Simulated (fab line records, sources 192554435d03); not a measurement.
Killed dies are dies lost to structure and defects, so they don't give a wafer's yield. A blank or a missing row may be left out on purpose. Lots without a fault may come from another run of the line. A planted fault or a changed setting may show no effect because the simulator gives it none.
Tool commonality check | flow n5_finfet | 10 lots, 28 wafers sampled

WHY IT WAS OPENED
At N5_FIN_CUT_INSPECT_17 the reading raw_defect_count is flagged on 1 of 10 lots. Wafers without a fault read 247, standard deviation 75.
Rule: a lot is flagged when every wafer of it that has a number lies more than 4 standard deviations from that mean, or none has a number. The other lots count as sound.

lot  | measured    | on                | raw_defect_count, wafer by wafer | flag
L900 | day 3 17:22 | defect_inspect-02 | 214 302 280                      |
L903 | day 4 13:30 | defect_inspect-01 | 444 380 486                      |
L904 | day 4 17:02 | defect_inspect-02 | 178 291 208                      |
L905 | day 4 22:47 | defect_inspect-01 | 148 169 151                      |
L908 | day 5 15:22 | defect_inspect-01 | 636                              | FLAGGED
L911 | day 6 09:05 | defect_inspect-01 | 232 281 255                      |
L913 | day 6 22:13 | defect_inspect-02 | 228 334 238                      |
L915 | day 7 10:47 | defect_inspect-01 | 257 365 253                      |
L916 | day 7 16:37 | defect_inspect-01 | 208 243 174                      |
L917 | day 7 21:59 | defect_inspect-01 | 200 187 311                      |
The numbers of the flagged lots are 636 on average: +389 against the usual, or +5 standard deviations.

WHICH TOOL RAN EACH LOT
The record holds 3 process steps before the reading, out of a route of 1938 steps. In each cell: the tool, then ch and the chambers that the sampled wafers went through, then the start.
lot  | flag    | N5_FIN_CUT_ETCH_20                | N5_FIN_CUT_STRIP_24               | N5_FIN_CUT_STRIP_22
L900 |         | rie_diel-02 ch 2,3, day 3 16:15   | rie_diel-02 ch 2,3, day 3 16:37   | rie_diel-02 ch 1,2, day 3 17:13
L903 |         | rie_diel-05 ch 0,1,3, day 4 12:30 | rie_diel-05 ch 0,1,3, day 4 12:52 | rie_diel-05 ch 0,3, day 4 13:20
L904 |         | rie_diel-02 ch 0,3, day 4 16:10   | rie_diel-02 ch 0,3, day 4 16:32   | rie_diel-02 ch 0,2,3, day 4 16:52
L905 |         | rie_diel-06 ch 0,1, day 4 21:52   | rie_diel-06 ch 0,1, day 4 22:14   | rie_diel-02 ch 0,2, day 4 22:38
L908 | FLAGGED | rie_diel-02 ch 1, day 5 14:31     | rie_diel-02 ch 1, day 5 14:52     | rie_diel-02 ch 0, day 5 15:13
L911 |         | rie_diel-06 ch 0,3, day 6 08:14   | rie_diel-06 ch 0,3, day 6 08:35   | rie_diel-06 ch 0,3, day 6 08:55
L913 |         | rie_diel-06 ch 1,2,3, day 6 21:18 | rie_diel-06 ch 1,2,3, day 6 21:40 | rie_diel-05 ch 1,2,3, day 6 22:03
L915 |         | rie_diel-06 ch 0,2,3, day 7 09:56 | rie_diel-06 ch 0,2,3, day 7 10:17 | rie_diel-05 ch 0,1,3, day 7 10:38
L916 |         | rie_diel-05 ch 1,3, day 7 15:45   | rie_diel-05 ch 1,3, day 7 16:07   | rie_diel-06 ch 1,3, day 7 16:28
L917 |         | rie_diel-05 ch 1,2,3, day 7 21:07 | rie_diel-05 ch 1,2,3, day 7 21:29 | rie_diel-02 ch 1,2, day 7 21:49
What these steps do:
- N5_FIN_CUT_ETCH_20: etches SiARC in CF4, target depth 26 nm, time 43.3 s.
- N5_FIN_CUT_STRIP_24: strips in CF4.
- N5_FIN_CUT_STRIP_22: strips in N2/H2.
- N5_FIN_CUT_INSPECT_17: inspects for defects (brightfield).

FLAGGED OVER TOTAL, TOOL BY TOOL (the gauges that took the reading come last)
step                  | tool              | lots run | flagged | share of the flagged lots | sound lots run after its first flagged lot
N5_FIN_CUT_ETCH_20    | rie_diel-02       | 3        | 1       | all                       | 0
N5_FIN_CUT_ETCH_20    | rie_diel-05       | 3        | 0       | none                      | -
N5_FIN_CUT_ETCH_20    | rie_diel-06       | 4        | 0       | none                      | -
N5_FIN_CUT_STRIP_24   | rie_diel-02       | 3        | 1       | all                       | 0
N5_FIN_CUT_STRIP_24   | rie_diel-05       | 3        | 0       | none                      | -
N5_FIN_CUT_STRIP_24   | rie_diel-06       | 4        | 0       | none                      | -
N5_FIN_CUT_STRIP_22   | rie_diel-02       | 5        | 1       | all                       | 1 (L917)
N5_FIN_CUT_STRIP_22   | rie_diel-05       | 3        | 0       | none                      | -
N5_FIN_CUT_STRIP_22   | rie_diel-06       | 2        | 0       | none                      | -
N5_FIN_CUT_INSPECT_17 | defect_inspect-01 | 7        | 1       | all                       | 4 (L911,L915,L916,L917)
N5_FIN_CUT_INSPECT_17 | defect_inspect-02 | 3        | 0       | none                      | -

WHAT THE TABLE ALLOWS
4 rows of the table ran every flagged lot: rie_diel-02 at N5_FIN_CUT_ETCH_20, rie_diel-02 at N5_FIN_CUT_STRIP_24, rie_diel-02 at N5_FIN_CUT_STRIP_22, defect_inspect-01 at N5_FIN_CUT_INSPECT_17.
- rie_diel-02 at N5_FIN_CUT_ETCH_20: 1 of its 3 lots flagged. Its last sound lot is L904 (day 4 16:10), its first flagged lot L908 (day 5 14:31): a fault that began between those two fits.
- rie_diel-02 at N5_FIN_CUT_STRIP_24: 1 of its 3 lots flagged. Its last sound lot is L904 (day 4 16:32), its first flagged lot L908 (day 5 14:52): a fault that began between those two fits.
- rie_diel-02 at N5_FIN_CUT_STRIP_22: 1 of its 5 lots flagged. Sound lots ran on it after the first flagged one (L917), which a lasting fault on the whole tool wouldn't allow.
- defect_inspect-01 at N5_FIN_CUT_INSPECT_17: 1 of its 7 lots flagged. Sound lots ran on it after the first flagged one (L911, L915, L916, L917), which a lasting fault on the whole tool wouldn't allow.
One tool is left: rie_diel-02 at N5_FIN_CUT_ETCH_20 and N5_FIN_CUT_STRIP_24.

WHAT THE SIMULATOR HAD PUT IN
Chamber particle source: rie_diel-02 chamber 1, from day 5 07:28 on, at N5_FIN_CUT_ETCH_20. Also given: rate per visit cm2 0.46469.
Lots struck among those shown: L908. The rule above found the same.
